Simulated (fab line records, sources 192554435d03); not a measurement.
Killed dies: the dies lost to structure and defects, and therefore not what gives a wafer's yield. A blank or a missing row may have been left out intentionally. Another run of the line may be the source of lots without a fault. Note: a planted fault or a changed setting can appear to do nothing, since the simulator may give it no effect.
Lot-split experiment || flow n5-finfet || 21 wafers read across 7 lots, on a route 1938 steps long

== ABOUT THE SPLIT ==
At N5_MOL_CONTACT_COAG_EXPOSE_81 (exposes mask VG, defocus 0 nm), the setting dose-mj was moved away from the recipe's 59.5 on 6 of the 21 wafers read, by -6.8% to +6.0%. For the rest of the wafers, this setting stayed at what the recipe calls for.

== FROM THE SPLIT TO THE READING: what the file shows between them, 5 steps ==
- N5_MOL_CONTACT_COAG_PEB_82: peb time 60 s
- N5_MOL_CONTACT_COAG_DEVELOP_83: develop time 30 s
- N5_MOL_CONTACT_COAG_CD_MEAS_84: target cd 25.1 nm
- N5_MOL_CONTACT_COAG_PRECLEAN_144: cleans in alkaline clean, time 60 s
- N5_MOL_CONTACT_COAG_SRD_145: time 30 s

== THE READING ==
cd-nm, in nm, at N5_MOL_CONTACT_COAG_CD_MEAS_137 (target cd 16 nm). A value of 15.7 nm with a standard deviation of 0.34 nm is what fault-free wafers of this fab line usually give.

{"wafer": "L075.1", "tool, chamber at the split": "euv-scanner-02, 0", "dose-mj as run": 59.5, "against the recipe": "recipe", "cd-nm, nm": 15.7, "against lot-mates on the recipe": "-"}
{"wafer": "L075.3", "tool, chamber at the split": "euv-scanner-02, 0", "dose-mj as run": 59.5, "against the recipe": "recipe", "cd-nm, nm": 15.4, "against lot-mates on the recipe": "-"}
{"wafer": "L075.6", "tool, chamber at the split": "euv-scanner-02, 0", "dose-mj as run": 63.03, "against the recipe": "+5.9%", "cd-nm, nm": 16.8, "against lot-mates on the recipe": "+1.2"}
{"wafer": "L078.2", "tool, chamber at the split": "euv-scanner-01, 0", "dose-mj as run": 59.5, "against the recipe": "recipe", "cd-nm, nm": 14.9, "against lot-mates on the recipe": "-"}
{"wafer": "L078.3", "tool, chamber at the split": "euv-scanner-01, 0", "dose-mj as run": 59.5, "against the recipe": "recipe", "cd-nm, nm": 15.8, "against lot-mates on the recipe": "-"}
{"wafer": "L078.6", "tool, chamber at the split": "euv-scanner-01, 0", "dose-mj as run": 57.35, "against the recipe": "-3.6%", "cd-nm, nm": 15.1, "against lot-mates on the recipe": -0.3}
{"wafer": "L080.3", "tool, chamber at the split": "euv-scanner-02, 0", "dose-mj as run": 59.5, "against the recipe": "recipe", "cd-nm, nm": 15.9, "against lot-mates on the recipe": "-"}
{"wafer": "L080.5", "tool, chamber at the split": "euv-scanner-02, 0", "dose-mj as run": 59.5, "against the recipe": "recipe", "cd-nm, nm": 15.5, "against lot-mates on the recipe": "-"}
{"wafer": "L080.6", "tool, chamber at the split": "euv-scanner-02, 0", "dose-mj as run": 63.06, "against the recipe": "+6.0%", "cd-nm, nm": 16.7, "against lot-mates on the recipe": "+1.0"}
{"wafer": "L081.4", "tool, chamber at the split": "euv-scanner-01, 0", "dose-mj as run": 59.5, "against the recipe": "recipe", "cd-nm, nm": 15.9, "against lot-mates on the recipe": "-"}
{"wafer": "L081.5", "tool, chamber at the split": "euv-scanner-01, 0", "dose-mj as run": 59.5, "against the recipe": "recipe", "cd-nm, nm": 15.3, "against lot-mates on the recipe": "-"}
{"wafer": "L081.6", "tool, chamber at the split": "euv-scanner-01, 0", "dose-mj as run": 56.18, "against the recipe": "-5.6%", "cd-nm, nm": 14.1, "against lot-mates on the recipe": -1.5}
{"wafer": "L082.2", "tool, chamber at the split": "euv-scanner-02, 0", "dose-mj as run": 59.5, "against the recipe": "recipe", "cd-nm, nm": 16.0, "against lot-mates on the recipe": "-"}
{"wafer": "L082.3", "tool, chamber at the split": "euv-scanner-02, 0", "dose-mj as run": 55.47, "against the recipe": "-6.8%", "cd-nm, nm": 14.2, "against lot-mates on the recipe": -1.8}
{"wafer": "L082.6", "tool, chamber at the split": "euv-scanner-02, 0", "dose-mj as run": 55.47, "against the recipe": "-6.8%", "cd-nm, nm": 14.2, "against lot-mates on the recipe": -1.8}
{"wafer": "L084.1", "tool, chamber at the split": "euv-scanner-01, 0", "dose-mj as run": 59.5, "against the recipe": "recipe", "cd-nm, nm": 15.3, "against lot-mates on the recipe": "-"}
{"wafer": "L084.3", "tool, chamber at the split": "euv-scanner-01, 0", "dose-mj as run": 59.5, "against the recipe": "recipe", "cd-nm, nm": 15.9, "against lot-mates on the recipe": "-"}
{"wafer": "L084.4", "tool, chamber at the split": "euv-scanner-01, 0", "dose-mj as run": 59.5, "against the recipe": "recipe", "cd-nm, nm": 16.1, "against lot-mates on the recipe": "-"}
{"wafer": "L091.2", "tool, chamber at the split": "euv-scanner-01, 0", "dose-mj as run": 59.5, "against the recipe": "recipe", "cd-nm, nm": 15.2, "against lot-mates on the recipe": "-"}
{"wafer": "L091.5", "tool, chamber at the split": "euv-scanner-01, 0", "dose-mj as run": 59.5, "against the recipe": "recipe", "cd-nm, nm": 16.0, "against lot-mates on the recipe": "-"}
{"wafer": "L091.6", "tool, chamber at the split": "euv-scanner-01, 0", "dose-mj as run": 59.5, "against the recipe": "recipe", "cd-nm, nm": 15.3, "against lot-mates on the recipe": "-"}

FIT RESULTS
A straight line over all 21 wafers: cd-nm changes by +0.207 nm for each +1% of dose-mj; r = +0.90; the points scatter about the line by 0.33 nm.
The same after taking each lot's own level away (the mean of its wafers on the recipe; 21 wafers): +0.226 nm for each +1%; r = +0.91; scatter 0.33 nm.
On that fit, the largest move of dose-mj shifts the reading by 1.5 nm.
The lots' own levels span 15.35 to 16.00 nm, that is 1.9 times the standard deviation above.
The two slopes are in agreement: the lot-to-lot level therefore moves the slope only a little.
Check: -1.48 nm against its lot-mates is what the line predicts for one of the wafers moved furthest among these (-6.8%) when that wafer is left out of the fit. It came out at -1.8 nm against them.

== THESE WAFERS: OTHER SPLITS ==
Before the reading, these wafers also passed through other splits. Each is held against what the fit with the lots' levels taken away leaves over:
{"other split on the same wafers": "N5_ZERO_LAYER_COAT_05 spin-rpm", "wafers away from the commonest value": 8, "r with cd-nm (lot level and that fit taken away)": "+0.02"}
{"other split on the same wafers": "N5_ZERO_LAYER_DEVELOP_10 develop-time-s", "wafers away from the commonest value": 7, "r with cd-nm (lot level and that fit taken away)": -0.21}
{"other split on the same wafers": "N5_DUMMY_GATE_COAT_28 spin-rpm", "wafers away from the commonest value": 8, "r with cd-nm (lot level and that fit taken away)": -0.14}
{"other split on the same wafers": "N5_DUMMY_GATE_COAT_09 spin-rpm", "wafers away from the commonest value": 9, "r with cd-nm (lot level and that fit taken away)": -0.04}
{"other split on the same wafers": "N5_SD_EPI_N_COAT_33 spin-rpm", "wafers away from the commonest value": 9, "r with cd-nm (lot level and that fit taken away)": "+0.27"}
{"other split on the same wafers": "N5_SD_EPI_N_DEVELOP_08 develop-time-s", "wafers away from the commonest value": 7, "r with cd-nm (lot level and that fit taken away)": "+0.02"}
{"other split on the same wafers": "N5_HKMG_FIN_EXPOSE_46 dose-mj", "wafers away from the commonest value": 7, "r with cd-nm (lot level and that fit taken away)": "+0.16"}
{"other split on the same wafers": "N5_GATE_CUT_ALD_22 ald-cycles", "wafers away from the commonest value": 5, "r with cd-nm (lot level and that fit taken away)": "+0.16"}

== THE WHOLE CHAIN: every reading that the file lists as answering this split, in the file's order ==
{"step": "N5_MOL_CONTACT_COAG_CD_MEAS_84", "what it does": "target cd 25.1 nm", "reading": "cd-nm", "change (the file's fit)": "+0.187 nm for each +1% of the setting", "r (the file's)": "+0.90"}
{"step": "N5_MOL_CONTACT_COAG_CD_MEAS_137", "what it does": "target cd 16 nm", "reading": "cd-nm", "change (the file's fit)": "+0.219 nm for each +1% of the setting", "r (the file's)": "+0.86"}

== FILE'S OWN FIT ==
cd-nm changes by +0.219 nm for each +1% of dose-mj, r = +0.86.
